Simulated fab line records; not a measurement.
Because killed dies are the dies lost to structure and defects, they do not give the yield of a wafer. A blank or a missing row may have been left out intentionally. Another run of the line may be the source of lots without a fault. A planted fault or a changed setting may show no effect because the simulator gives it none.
Check for tools in common | flow nandHarc | Sampled: 10 lots, 36 wafers

THE REASON FOR OPENING IT
Flagged at NHARC_P_M0_CD_MEAS_09: reading cdNm, on 2 of 10 lots. No-fault wafers: 90.1 nm, standard deviation 0.64.
Rule: a lot gets a flag if all its wafers with a number sit over 4 standard deviations from that mean, or if no wafer of it has a number. The rest of the lots are taken to be sound.

lot  | measured     | on       | cdNm (nm), wafer by wafer           | flag
L445 | day 5 23:07  | cdSem-03 | 89.8 90.4 90.3                      | 
L446 | day 6 08:17  | cdSem-03 | 90.6 90.6 88.9                      | 
L447 | day 6 08:47  | cdSem-01 | 89.9 90.4 90.6                      | 
L450 | day 7 12:17  | cdSem-03 | 89.6 89.8 89.2                      | 
L453 | day 7 18:33  | cdSem-01 | 90.9 91.6 90.7                      | 
L455 | day 8 03:31  | cdSem-02 | 89.4 90.3 90.4                      | 
L458 | day 9 00:02  | cdSem-02 | 89.8 90.6 90.4                      | 
L463 | day 10 16:48 | cdSem-03 | 104.5 105.6 106.4 104.3 105.7 106.0 | FLAGGED
L466 | day 11 05:44 | cdSem-02 | 102.9 102.8 102.8 103.2 102.8 102.6 | FLAGGED
L468 | day 11 14:50 | cdSem-02 | 90.2 90.5 90.5                      | 
On average the flagged lots' numbers are 104.1 nm, which is +14.0 nm against the usual, or +22 standard deviations.

WHICH TOOL RAN EACH LOT
The record holds 3 process steps before the reading, out of a route of 1159 steps. Read each cell as the tool, then ch plus the chambers that the sampled wafers visited, then the start.
lot  | flag    | NHARC_P_CONTACT_CMP_01        | NHARC_P_CONTACT_ETCH_35           | NHARC_P_M0_PEB_07
L445 |         | cmp-02 ch 2,3, day 5 13:11    | rieDiel-02 ch 1,3, day 5 14:17    | lithoTrack-04 ch 0, day 5 23:02
L446 |         | cmp-04 ch 0,2, day 5 23:14    | rieDiel-07 ch 0,1,3, day 6 00:11  | lithoTrack-01 ch 0, day 6 08:12
L447 |         | cmp-01 ch 2,3, day 5 23:41    | rieDiel-13 ch 0,1,3, day 6 00:46  | lithoTrack-06 ch 0, day 6 08:43
L450 |         | cmp-01 ch 1,3, day 7 06:22    | rieDiel-13 ch 0,1, day 7 07:19    | lithoTrack-06 ch 0, day 7 12:13
L453 |         | cmp-04 ch 0,1,2, day 7 13:22  | rieDiel-13 ch 0,1,2, day 7 14:30  | lithoTrack-01 ch 0, day 7 18:28
L455 |         | cmp-04 ch 0,2, day 7 18:05    | rieDiel-13 ch 0,1,2, day 7 19:10  | lithoTrack-04 ch 0, day 8 03:26
L458 |         | cmp-02 ch 0,2,3, day 8 18:56  | rieDiel-13 ch 0,1,2, day 8 20:01  | lithoTrack-06 ch 0, day 8 23:58
L463 | FLAGGED | cmp-01 ch 0,2, day 10 09:31   | rieDiel-13 ch 0,2,3, day 10 10:36 | lithoTrack-01 ch 0, day 10 16:43
L466 | FLAGGED | cmp-01 ch 0,1,3, day 10 20:43 | rieDiel-13 ch 0,2,3, day 10 21:49 | lithoTrack-01 ch 0, day 11 05:40
L468 |         | cmp-01 ch 1,2,3, day 11 09:35 | rieDiel-13 ch 0,2,3, day 11 10:30 | lithoTrack-06 ch 0, day 11 14:44
What is done by these steps:
- NHARC_P_CONTACT_CMP_01: polishes SiO2, target thk 200 nm.
- NHARC_P_CONTACT_ETCH_35: etches the open film in CF4, target depth 39 nm, time 65 s.
- NHARC_P_M0_PEB_07: peb time 65 s.
- NHARC_P_M0_CD_MEAS_09: target cd 90 nm.

FLAGGED OVER TOTAL, TOOL BY TOOL (the gauges that took the reading come last)
step                    | tool          | lots run | flagged | share of the flagged lots | sound lots run after its first flagged lot
NHARC_P_CONTACT_CMP_01  | cmp-01        | 5        | 2       | all                       | 1 (L468)
NHARC_P_CONTACT_CMP_01  | cmp-02        | 2        | 0       | none                      | -
NHARC_P_CONTACT_CMP_01  | cmp-04        | 3        | 0       | none                      | -
NHARC_P_CONTACT_ETCH_35 | rieDiel-02    | 1        | 0       | none                      | -
NHARC_P_CONTACT_ETCH_35 | rieDiel-07    | 1        | 0       | none                      | -
NHARC_P_CONTACT_ETCH_35 | rieDiel-13    | 8        | 2       | all                       | 1 (L468)
NHARC_P_M0_PEB_07       | lithoTrack-01 | 4        | 2       | all                       | 0
NHARC_P_M0_PEB_07       | lithoTrack-04 | 2        | 0       | none                      | -
NHARC_P_M0_PEB_07       | lithoTrack-06 | 4        | 0       | none                      | -
NHARC_P_M0_CD_MEAS_09   | cdSem-01      | 2        | 0       | none                      | -
NHARC_P_M0_CD_MEAS_09   | cdSem-02      | 4        | 1       | some                      | 1 (L468)
NHARC_P_M0_CD_MEAS_09   | cdSem-03      | 4        | 1       | some                      | 0

WHAT IS ALLOWED BY THE TABLE
All flagged lots were run by 3 table rows, namely cmp-01 at NHARC_P_CONTACT_CMP_01, rieDiel-13 at NHARC_P_CONTACT_ETCH_35, lithoTrack-01 at NHARC_P_M0_PEB_07.
- cmp-01 at NHARC_P_CONTACT_CMP_01 ran 5 lots, 2 of them flagged. Sound lots followed the first flagged one (L468) on it, something a lasting fault affecting the whole tool could not allow.
- rieDiel-13 at NHARC_P_CONTACT_ETCH_35 ran 8 lots, 2 of them flagged. Sound lots followed the first flagged one (L468) on it, something a lasting fault affecting the whole tool could not allow.
- lithoTrack-01 at NHARC_P_M0_PEB_07 ran 4 lots, 2 of them flagged. Last sound lot L453 at day 7 18:28, first flagged lot L463 at day 10 16:43; a fault beginning in between fits. Its own readings lie more than 4 standard deviations out on every wafer of the flagged lots: heaterPowerTotalW, plateTempC.
What remains is a single tool, lithoTrack-01 at NHARC_P_M0_PEB_07.

WHAT WAS PUT IN BY THE SIMULATOR
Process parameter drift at NHARC_P_M0_PEB_07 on lithoTrack-01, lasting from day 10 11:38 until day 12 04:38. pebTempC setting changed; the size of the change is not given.
Shown lots that were struck: L463, L466. Same finding as the rule above.
